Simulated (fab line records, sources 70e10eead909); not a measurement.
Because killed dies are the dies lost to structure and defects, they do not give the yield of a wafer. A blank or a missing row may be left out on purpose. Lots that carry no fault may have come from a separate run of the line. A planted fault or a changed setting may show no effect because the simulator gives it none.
Struck lot and sound lot, side by side / flow nandHarc / 40 out of 1159 route steps
Sound: the wafers L957.1, L957.4, L957.5. Struck: wafer L966.6. (L966.1, L966.5 of the same lot were not struck and are left out.) The cause comes at the end.
Per side, at each step with rows, come the tool, then ch with its chambers, and then its first start. Under that, the readings that differ: sound wafers / struck wafers / difference of the means / sigmas: that difference in standard deviations of wafers without a fault.
alike: same words and numbers on both sides, and readings whose means sit less than 2 such deviations apart. not compared: any withheld reading, any reading some wafer has no value for, any bound like >300 that may hide the same value, and any number with overlapping values for which the record gives no deviation.
Wherever a step has rows on one side only, a row that says differs or no value, or a row with sigmas, the two part there. Numbers that have no deviation but don't overlap get no sigmas and don't part them. Lack of a reading on every wafer of one side parts them only where that side has two or more wafers.

first, 2 steps without rows for these wafers: NHARC_A_CONTACT_ETCH_138 (etches the open film in C4F8/O2/Ar, time 132 s, target depth 1289 nm); NHARC_A_CONTACT_ETCH_139 (etches the open film in C4F8/O2/Ar, time 137 s, target depth 590 nm).
NHARC_A_CONTACT_ETCH_92: etches the open film in CH3F/O2, target depth 40 nm, time 85.7 s.
  sound on rieDiel-01 ch 1,2, day 17 08:04; struck on rieDiel-01 ch 3, day 19 03:42
  alike: biasW, drypumpMotorCurrentA, oesProductAu, rfFwdPowerW, rfVppV, showerheadPlenumPTorr, throttleValvePct
  not compared: rfHoursCounterH
NHARC_A_CONTACT_ETCH_98: etches the open film in C4F6/O2, target depth 20 nm, time 10 s.
  sound on rieDiel-01 ch 0,1,2; struck on rieDiel-01 ch 2
  alike: biasW, drypumpMotorCurrentA, oesProductAu, rfFwdPowerW, rfVppV, showerheadPlenumPTorr, throttleValvePct
  not compared: rfHoursCounterH
NHARC_A_CONTACT_CD_MEAS_15:
  sound: cdSem-01 at day 17 08:17; struck: cdSem-03 at day 19 03:55
  alike: cdNm
then, 6 steps without rows for these wafers: NHARC_A_CONTACT_STRIP_107 (strips in N2/H2); NHARC_A_CONTACT_STRIP_108 (strips in CF4/CHF3); NHARC_A_CONTACT_STRIP_109 (strips in O2/COS); NHARC_A_CONTACT_ETCH_110 (etches the open film in CF4/O2, target depth 50 nm, overetch 5 nm, time 27.5 s); NHARC_A_CONTACT_STRIP_26 (strips in O2); NHARC_A_CONTACT_STRIP_27 (strips in post etch residue remover, time 600 s).
NHARC_A_CONTACT_ALD_18: deposits TiN, target thk 3 nm, pulse time 1 s, ald cycles 150.
  sound on aldMetal-04 ch 1,2,3, day 17 09:24; struck on aldMetal-02 ch 2, day 19 05:03
  alike: heaterPowerW, precursorPulseHeightRel
NHARC_A_CONTACT_CVD_19: deposits W, target thk 300 nm, time 802 s.
  sound on cvdW-01 ch 1, day 17 15:17; struck on cvdW-01 ch 1, day 19 09:49
  alike: heaterPowerW, mfcWf6Sccm, throttleValvePct
then, 12 steps without rows for these wafers: NHARC_A_CONTACT_CMP_20 (polishes, t overpolish 30 s, target thk 300 nm); NHARC_A_CONTACT_SRD_22; NHARC_A_BLC_DEHYDRATE_00 (time 120 s); NHARC_A_BLC_HMDS_01 (time 30 s); NHARC_A_BLC_COAT_02 (time 75 s); NHARC_A_BLC_COAT_03 (time 65 s); NHARC_A_BLC_COAT_04 (resist thk 90 nm); NHARC_A_BLC_SOFTBAKE_05 (time 55 s); NHARC_A_BLC_EBR_06; NHARC_A_BLC_EXPOSE_07 (exposes mask A BLC, target cd 100 nm); NHARC_A_BLC_PEB_08 (peb time 65 s); NHARC_A_BLC_DEVELOP_09 (develop time 35 s).
NHARC_A_BLC_CD_MEAS_10 targets a cd of 100 nm.
  sound on cdSem-03 ch 0, day 17 16:51; struck on cdSem-02 ch 0, day 19 11:22
  alike: cdNm
NHARC_A_BLC_OVL_MEAS_11:
  sound: overlay-01 at day 17 16:57; struck: overlay-02 at day 19 11:28
  alike: overlayXNm, overlayYNm
then, 2 steps without rows for these wafers: NHARC_A_BLC_DESCUM_15 (chemistry O2, time 3 s); NHARC_A_BLC_ETCH_16 (etches the open film in CF4, target depth 39 nm, time 65 s).
NHARC_A_BLC_ETCH_17: etches the open film in N2/H2, target depth 390 nm, time 609.38 s.
  sound on rieDiel-04 ch 0,2,3; struck on rieDiel-10 ch 0
  alike: biasW, drypumpMotorCurrentA, oesProductAu, rfFwdPowerW, rfVppV, showerheadPlenumPTorr, throttleValvePct
  not compared: rfHoursCounterH
then, 1 step without rows for these wafers: NHARC_A_BLC_ETCH_18 (etches the open film in C4F8/O2/Ar, target depth 910 nm).
NHARC_A_BLC_CD_MEAS_19:
  sound: cdSem-01 at day 17 18:07; struck: cdSem-03 at day 19 12:33
  alike: cdNm
NHARC_A_BLC_STRIP_29: strips in CF4.
  sound on rieDiel-03 ch 0,1,3, day 17 18:11; struck on rieDiel-03 ch 2, day 19 12:40
reading=oesProductAu (a.u.); sound=0.988 0.995 0.989; struck=1.006; difference=+0.015; sigmas=+2
reading=rfVppV (V); sound=59.9 58.4 59.0; struck=57.0; difference=-2.1; sigmas=-2
  alike: drypumpMotorCurrentA, showerheadPlenumPTorr, throttleValvePct
  not compared: rfHoursCounterH
then, 6 steps without rows for these wafers: NHARC_A_BLC_STRIP_21 (strips in O2); NHARC_A_BLC_STRIP_22 (strips in post etch residue remover, time 600 s); NHARC_A_BLC_DEGAS_30 (time 60 s); NHARC_A_BLC_PRE_CLEAN_31 (time 15 s); NHARC_A_BLC_PVD_32 (deposits Ti, target thk 5 nm, time 17.7 s); NHARC_A_BLC_ALD_23 (deposits TiN, target thk 3 nm, pulse time 1 s, ald cycles 150).
NHARC_END_SORT_01:
  at this point the record logs the struck wafers (prober-02 ch 0, day 21 12:14) and has no rows for the sound ones

== WHERE THEY PART ==
Last at NHARC_END_SORT_01 as far as this record goes, first at NHARC_A_BLC_STRIP_29.

WHY: whatever the simulator had introduced
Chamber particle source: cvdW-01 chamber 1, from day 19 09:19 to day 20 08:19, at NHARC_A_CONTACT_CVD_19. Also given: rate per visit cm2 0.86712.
